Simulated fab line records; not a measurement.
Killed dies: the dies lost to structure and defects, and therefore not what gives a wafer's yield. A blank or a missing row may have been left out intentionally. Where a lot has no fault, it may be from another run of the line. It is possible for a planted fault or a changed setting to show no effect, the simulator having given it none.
Matching of chambers + flow n5Finfet + 4 sister chambers for N5_BEOL_M10_ALD_74 on aldMetal-04
The step deposits TaN, target thk 2 nm, pulse time 2 s, purge time 3 s. 4 wafers are shown with their chamber, then 9 later ones without.

WAFERS, EACH WITH ITS CHAMBER
| wafer  | chamber | heaterPowerW (W) |
|--------|---------|------------------|
| L085.3 | 0       | 464              |
| L087.5 | 2       | 385              |
| L090.3 | 3       | 464              |
| L090.5 | 1       | 362              |

WAFERS WHOSE CHAMBER IS MISSING
| wafer  | heaterPowerW (W) |
|--------|------------------|
| L092.2 | 462              |
| L092.4 | 453              |
| L092.5 | 458              |
| L097.3 | 384              |
| L097.4 | 445              |
| L097.6 | 371              |
| L096.1 | 382              |
| L096.4 | 370              |
| L096.6 | 468              |

THE CHAMBER EACH PASSED THROUGH
| wafer  | from the rows above     | in truth |
|--------|-------------------------|----------|
| L092.2 | can't be placed: 0 or 3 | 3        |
| L092.4 | can't be placed: 0 or 3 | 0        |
| L092.5 | can't be placed: 0 or 3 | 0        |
| L097.3 | 2                       | 2        |
| L097.4 | can't be placed: 0 or 3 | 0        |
| L097.6 | can't be placed: 1 or 2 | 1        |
| L096.1 | can't be placed: 2 or 1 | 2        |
| L096.4 | can't be placed: 1 or 2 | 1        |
| L096.6 | can't be placed: 0 or 3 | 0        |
Correctly placed: 1 of 9. Not placeable from these rows: 8 (in 8, the candidates include the true chamber). Placed wrongly: 0.
How it was worked out, from the rows above alone: a wafer's distance from a chamber is the root of the sum, over the readings, of the square of ((its reading less the chamber's mean) divided by the reading's scatter). The wafer belongs to the nearest chamber; if the next one is less than 2 further off, it can't be placed. A chamber's mean is the mean of its shown wafers. The scatter: root of mean squared gap, hidden wafer to nearest shown wafer, with one shown wafer a chamber.
